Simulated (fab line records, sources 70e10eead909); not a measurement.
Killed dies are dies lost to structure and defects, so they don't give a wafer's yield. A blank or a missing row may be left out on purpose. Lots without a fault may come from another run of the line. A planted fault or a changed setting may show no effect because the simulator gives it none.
A struck lot beside a sound one | flow nand_harc | 14 steps out of a route of 1159
Sound: wafers L496.2, L496.4, L496.5. Struck: wafers L497.1, L497.4, L497.5. The cause comes at the end.
At each step with rows: each side's tool, then ch and its chambers, then its first start. Under that, the readings that differ: sound wafers | struck wafers | difference of the means | sigmas: that difference in standard deviations of wafers without a fault.
alike: readings whose means differ by less than 2 such deviations, and words and numbers that are the same on both sides. not compared: withheld readings, readings that some wafer has no value for, bounds like >300 that may hide the same value, and numbers for which the record gives no deviation and whose values overlap.
The two part at a step that has a row with sigmas, a row that says differs or no value, or rows on one side only. Numbers that don't overlap but have no deviation are shown without sigmas and don't part them. A reading that every wafer of one side lacks parts them only if that side has two wafers or more.

NHARC_A_WL_FILL_STRIP_27: strips in N2/H2, time 20 s.
  sound on plasma_asher-02 ch 0,1, day 15 02:48; struck on plasma_asher-02 ch 0,1, day 15 03:09
  alike: drypump_motor_current_A, heater_power_w
  not compared: rf_hours_counter_h
then, 4 steps without rows for these wafers: NHARC_A_WL_FILL_STRIP_28 (strips in post etch residue remover, time 1200 s); NHARC_A_WL_FILL_PRECLEAN_06 (cleans in DIW, time 300 s); NHARC_A_WL_FILL_SRD_07; NHARC_A_WL_FILL_ANNEAL_08 (time 1800 s).
NHARC_A_WL_FILL_ALD_10: deposits SiO2, target thk 50 nm, pulse time 10 s, ald cycles 500.
  sound on ald_hk-01 ch 0,1,2, day 15 08:44; struck on ald_hk-03 ch 0,2,3, day 15 08:34
  alike: heater_power_w, precursor_pulse_height_rel
NHARC_A_WL_FILL_ETCHBACK_16: etches the open film in C4F8/O2/Ar, target depth 88 nm, time 17.6 s.
  sound on rie_diel-03 ch 0,2,3; struck on rie_diel-11 ch 0,1,2
  alike: chamber_pressure_mTorr, oes_product_au, rf_vpp_V
  not compared: rf_hours_counter_h
then, 1 step without rows for these wafers: NHARC_A_WL_FILL_STRIP_29 (strips in O2, time 20 s).
NHARC_A_WL_FILL_ETCHBACK_17: etches the open film in Cl2/BCl3, target depth 4 nm, time 26.7 s.
  sound on rie_metal-03 ch 1, day 15 13:05; struck on rie_metal-02 ch 0,1, day 15 12:53
  alike: chamber_pressure_mTorr, drypump_motor_current_A, oes_product_au
  not compared: rf_hours_counter_h
then, 2 steps without rows for these wafers: NHARC_A_WL_FILL_PRECLEAN_18 (cleans in dHF, time 30 s); NHARC_A_WL_FILL_SRD_21.
NHARC_A_WL_FILL_CVD_23: deposits poly-Si, target thk 40 nm, time 800 s.
  sound on lpcvd_poly-04 ch 0, day 15 15:30; struck on lpcvd_poly-04 ch 0, day 16 21:30
  alike: zone_power_lower_pct
NHARC_A_WL_FILL_ETCHBACK_26: etches the open film in HBr, target depth 52 nm, time 13.3 s.
  sound on rie_si-01 ch 1,2, day 15 18:06; struck on rie_si-02 ch 1,3, day 17 00:06
  alike: chamber_pressure_mTorr, drypump_motor_current_A, oes_product_au, throttle_valve_pct
  not compared: rf_hours_counter_h
-- the record jumps here: 7 days lie between the struck wafers' starts before and after (it left off in module A_WL_FILL and takes up again in module END, whose first step shown is number 1159 of the route) --
NHARC_END_SORT_01:
  the record has rows for the struck wafers here (prober-02 ch 0, day 23 15:10) and none for the sound ones

WHERE THEY PART
Only at NHARC_END_SORT_01, within this record.

WHY: what the simulator had put in
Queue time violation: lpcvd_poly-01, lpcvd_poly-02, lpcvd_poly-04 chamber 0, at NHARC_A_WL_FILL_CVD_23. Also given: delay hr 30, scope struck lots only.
